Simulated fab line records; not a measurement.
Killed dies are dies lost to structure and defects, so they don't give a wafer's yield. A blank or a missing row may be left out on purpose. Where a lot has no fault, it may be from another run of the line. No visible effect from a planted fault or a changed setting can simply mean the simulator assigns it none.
Matching of chambers	flow n5-finfet	rie-diel-02 running N5_FIN_SAQP_ETCH_51: 4 sister chambers
The step etches SiARC in CF4, target depth 45.5 nm, time 75.8 s. 4 wafers are shown with their chamber, then 7 later ones without.

## WAFERS PAIRED WITH THEIR CHAMBERS
wafer	chamber	drypump-motor-current-A (A)
L083.6	1	5.9
L092.2	3	5.6
L095.1	0	5.5
L095.3	2	5.4

## WAFERS WITHOUT THEIR CHAMBER
wafer	drypump-motor-current-A (A)
L095.6	5.6
L096.1	5.4
L096.2	5.8
L096.3	5.5
L096.4	5.6
L096.5	5.9
L096.6	5.4

## WHICH CHAMBER EACH ONE RAN IN
wafer	from the rows above	in truth
L095.6	3	3
L096.1	2	2
L096.2	1	1
L096.3	0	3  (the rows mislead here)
L096.4	3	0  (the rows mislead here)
L096.5	1	1
L096.6	2	2
5 of 7 placed correctly. Left unplaced by these rows: 0. Placed wrongly: 2.
How it was worked out, from the rows above alone: a wafer's distance from a chamber is the root of the sum, over the readings, of the square of ((its reading less the chamber's mean) divided by the reading's scatter). The wafer belongs to the nearest chamber; if the next one is less than 2 further off, it can't be placed. Each chamber's mean is taken over the wafers shown for it. The scatter: root of mean squared gap, hidden wafer to nearest shown wafer, with one shown wafer a chamber.
